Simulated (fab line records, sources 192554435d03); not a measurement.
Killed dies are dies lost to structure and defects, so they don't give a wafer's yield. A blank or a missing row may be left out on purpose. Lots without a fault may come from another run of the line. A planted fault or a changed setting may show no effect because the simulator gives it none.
Which tool did it? | flow n5_finfet | 11 lots, 31 wafers sampled, at 5 steps of a route of 1938

WHAT THE GAUGES READ, wafer by wafer
N5_BEOL_M4_RC_MEAS_101.
lot  | measured     | on        | DIBL_N (mV/V)
L742 | day 7 23:13  | prober-02 | 38.0 39.3 36.9
L743 | day 8 06:04  | prober-02 | 34.3 35.2 35.5
L749 | day 10 00:01 | prober-01 | 38.3 35.9 37.5
L752 | day 10 02:55 | prober-02 | 38.4 37.3 37.9
L751 | day 10 18:02 | prober-02 | 36.5 36.8 37.5
L754 | day 11 04:09 | prober-01 | 35.7 37.9 36.0
L757 | day 11 23:23 | prober-01 | 39.6 37.6 34.9
L759 | day 12 06:28 | prober-02 | 35.3 36.1 35.7
L763 | day 12 22:32 | prober-01 | 34.7
L764 | day 13 13:08 | prober-01 | 35.8 34.8 37.9
L765 | day 13 16:08 | prober-02 | 37.0 36.4 36.7

WHICH TOOL RAN EACH LOT (tool, then ch and the chambers of the sampled wafers, then the start)
lot  | N5_BEOL_M3_ANNEAL_91         | N5_BEOL_M3_ANNEAL_93         | N5_BEOL_M3_ANNEAL_51             | N5_BEOL_M4_ILD_DEP_00
L742 | pvd_sputter-01, day 7 09:46  | pvd_sputter-01, day 7 09:59  | rtp_anneal-01 ch 0, day 7 10:35  | pecvd-02 ch 1,2, day 7 11:28
L743 | pvd_sputter-02, day 7 15:01  | pvd_sputter-02, day 7 15:14  | rtp_anneal-01 ch 0, day 7 15:47  | pecvd-02 ch 0,1,2, day 7 16:43
L749 | pvd_sputter-03, day 9 08:00  | pvd_sputter-03, day 9 08:13  | rtp_anneal-02 ch 0, day 9 08:47  | pecvd-03 ch 0,2, day 9 09:43
L752 | pvd_sputter-03, day 9 12:43  | pvd_sputter-03, day 9 12:56  | rtp_anneal-01 ch 0, day 9 13:29  | pecvd-02 ch 0,1, day 9 14:26
L751 | pvd_sputter-02, day 9 22:03  | pvd_sputter-02, day 9 22:16  | rtp_anneal-02 ch 0, day 9 22:52  | pecvd-01 ch 0,1,2, day 9 23:47
L754 | pvd_sputter-01, day 10 09:02 | pvd_sputter-01, day 10 09:16 | rtp_anneal-02 ch 0, day 10 09:55 | pecvd-03 ch 0,2, day 10 10:44
L757 | pvd_sputter-02, day 11 04:41 | pvd_sputter-02, day 11 04:55 | rtp_anneal-01 ch 0, day 11 05:28 | pecvd-03 ch 0,1,2, day 11 06:25
L759 | pvd_sputter-02, day 11 18:19 | pvd_sputter-02, day 11 18:32 | rtp_anneal-01 ch 0, day 11 19:11 | pecvd-02 ch 0,2, day 11 20:01
L763 | pvd_sputter-03, day 12 12:15 | pvd_sputter-03, day 12 12:28 | rtp_anneal-01 ch 0, day 12 13:04 | pecvd-03 ch 2, day 12 13:56
L764 | pvd_sputter-01, day 12 23:35 | pvd_sputter-01, day 12 23:48 | rtp_anneal-01 ch 0, day 13 00:27 | pecvd-02 ch 0,2, day 13 01:23
L765 | pvd_sputter-02, day 13 05:50 | pvd_sputter-02, day 13 06:04 | rtp_anneal-01 ch 0, day 13 06:37 | pecvd-02 ch 0,2, day 13 07:32
- N5_BEOL_M3_ANNEAL_91: time 240 s.
- N5_BEOL_M3_ANNEAL_93: time 240 s.
- N5_BEOL_M3_ANNEAL_51: time 90 s.
- N5_BEOL_M4_ILD_DEP_00: deposits SiOC from DEMS/O2, target thk 79 nm, time 15.3 s.

THE ANSWER, worked out from the rows above alone
Rule: what is usual is taken from the lots themselves. Put in order of their means at a reading, lots are off if they are a third of the lots or fewer, leave a main group of 4 or more, and stand apart from it by a gap of 3 or more times the standard deviation of the main group's means; of several such gaps the widest counts. A main group whose means are all the same, to the digits that the tables above print for the reading, isn't used. A lot without any number at a reading at which 4 lots or more have one is off too. The other lots that the step has rows for count as sound.
No lot is off at any reading shown: from this, nothing can be told.

WHAT THE SIMULATOR HAD PUT IN
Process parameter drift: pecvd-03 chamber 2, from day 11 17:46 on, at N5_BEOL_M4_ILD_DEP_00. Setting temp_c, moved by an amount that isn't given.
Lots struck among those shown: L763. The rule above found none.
